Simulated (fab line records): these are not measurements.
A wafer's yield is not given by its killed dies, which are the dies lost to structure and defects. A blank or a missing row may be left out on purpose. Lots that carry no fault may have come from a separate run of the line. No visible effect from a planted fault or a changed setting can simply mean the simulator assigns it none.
Chamber matching | flow n5 finfet | rie diel-05 running N5_BEOL_M14_ETCH_68: 4 sister chambers
The step etches SOC in N2/H2, time 450 s. 22 wafers are shown with their chamber, then 11 later ones without.

EACH WAFER AND ITS CHAMBER
wafer  | chamber | showerhead plenum p Torr (Torr) | drypump motor current A (A) | rf vpp V (V)
L076.1 | 2       | 2.72                            | 5.9                         | 528.9
L076.2 | 1       | 2.52                            | 5.0                         | 523.0
L076.4 | 2       | 2.72                            | 5.9                         | 528.1
L075.1 | 3       | 2.59                            | 6.2                         | 525.3
L075.2 | 1       | 2.52                            | 5.0                         | 524.1
L075.3 | 2       | 2.72                            | 6.0                         | 529.3
L077.2 | 1       | 2.52                            | 5.0                         | 522.6
L077.3 | 3       | 2.59                            | 6.2                         | 525.6
L077.5 | 1       | 2.52                            | 5.0                         | 523.1
L079.1 | 2       | 2.71                            | 6.0                         | 527.7
L079.4 | 2       | 2.71                            | 6.0                         | 528.2
L079.6 | 0       | 2.73                            | 5.9                         | 527.8
L084.1 | 0       | 2.72                            | 5.8                         | 528.7
L084.2 | 2       | 2.71                            | 5.9                         | 527.7
L084.6 | 2       | 2.71                            | 5.9                         | 528.1
L085.1 | 2       | 2.71                            | 5.9                         | 527.3
L085.5 | 3       | 2.59                            | 6.2                         | 524.2
L085.6 | 2       | 2.71                            | 6.0                         | 528.8
L087.1 | 1       | 2.50                            | 5.0                         | 521.5
L087.5 | 2       | 2.71                            | 6.0                         | 529.4
L087.6 | 1       | 2.50                            | 5.0                         | 522.8
L089.1 | 3       | 2.58                            | 6.1                         | 524.9

SIGNATURES (means of the wafers above)
reading                  | chamber 0 | chamber 1 | chamber 2 | chamber 3 | scatter within a chamber
showerhead plenum p Torr | 2.7250    | 2.5133    | 2.7130    | 2.5875    | 0.00695
drypump motor current A  | 5.850     | 5.000     | 5.950     | 6.175     | 0.0456
rf vpp V                 | 528.250   | 522.850   | 528.350   | 525.000   | 0.732
Rule: a wafer's distance from a chamber is the root of the sum, over the readings, of the square of ((its reading less the chamber's mean) divided by the reading's scatter). The wafer belongs to the nearest chamber; if the next one is less than 2 further off, it can't be placed. How the scatter is found: for the shown wafers, subtract from each reading the mean of its chamber, square and add these, divide the total by (wafers less chambers), then take the root.

WAFERS MISSING THEIR CHAMBER
wafer  | showerhead plenum p Torr (Torr) | drypump motor current A (A) | rf vpp V (V)
L089.3 | 2.71                            | 5.9                         | 528.5
L089.4 | 2.72                            | 5.9                         | 529.7
L090.3 | 2.50                            | 5.0                         | 522.1
L090.5 | 2.58                            | 6.1                         | 526.4
L090.6 | 2.71                            | 5.9                         | 527.7
L092.2 | 2.70                            | 5.9                         | 528.5
L092.4 | 2.58                            | 6.2                         | 527.0
L092.6 | 2.71                            | 5.8                         | 527.6
L096.1 | 2.57                            | 6.1                         | 524.7
L096.4 | 2.50                            | 5.0                         | 522.3
L096.6 | 2.70                            | 5.9                         | 527.9

CHAMBER TAKEN BY EACH
wafer  | from the rows above     | in truth
L089.3 | can't be placed: 2 or 0 | 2
L089.4 | can't be placed: 2 or 0 | 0
L090.3 | 1                       | 1
L090.5 | 3                       | 3
L090.6 | can't be placed: 2 or 0 | 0
L092.2 | can't be placed: 2 or 0 | 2
L092.4 | 3                       | 3
L092.6 | can't be placed: 0 or 2 | 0
L096.1 | 3                       | 3
L096.4 | 1                       | 1
L096.6 | can't be placed: 2 or 0 | 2
Correct placement for 5 of the 11. From these rows, 6 cannot be placed; in 6 the true chamber is one of the candidates. Placed wrongly: 0.
